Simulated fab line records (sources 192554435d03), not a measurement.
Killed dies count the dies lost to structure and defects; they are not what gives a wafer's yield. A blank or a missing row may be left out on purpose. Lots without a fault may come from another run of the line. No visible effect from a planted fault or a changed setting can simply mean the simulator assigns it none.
Chamber matching ; flow n5-finfet ; N5_MOL_CONTACT_COAG_ALD_131 on ald-sin-01 has 4 sister chambers
The step deposits SiO2, target thk 5 nm, pulse time 1 s, co reactant pulse time 1 s. 4 wafers are shown with their chamber, then 10 later ones without.

== WAFERS PAIRED WITH THEIR CHAMBERS ==
wafer;chamber;heater-power-w (W)
L085.3;1;84
L085.4;2;75
L085.5;0;91
L087.5;3;71

== WAFERS WITHOUT THEIR CHAMBER ==
wafer;heater-power-w (W)
L087.6;72
L088.1;76
L088.3;71
L088.4;91
L089.1;75
L089.3;90
L089.6;91
L092.1;81
L092.2;75
L092.3;71

== WHICH CHAMBER EACH ONE RAN IN ==
wafer;from the rows above;in truth
L087.6;can't be placed: 3 or 2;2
L088.1;2;2
L088.3;3;3
L088.4;0;0
L089.1;2;2
L089.3;0;0
L089.6;0;0
L092.1;1;1
L092.2;2;2
L092.3;3;3
9 of 10 placed correctly. From these rows, 1 cannot be placed; in 1 the true chamber is one of the candidates. Placed wrongly: 0.
How it was worked out, from the rows above alone: a wafer's distance from a chamber is the root of the sum, over the readings, of the square of ((its reading less the chamber's mean) divided by the reading's scatter). If the next closest chamber is less than 2 further off than the closest, the wafer can't be placed; otherwise it belongs to the closest. Each chamber's mean is taken over the wafers shown for it. The scatter (one wafer shown for each chamber): square how far every hidden wafer sits from the nearest shown wafer, average those squares and take the square root.
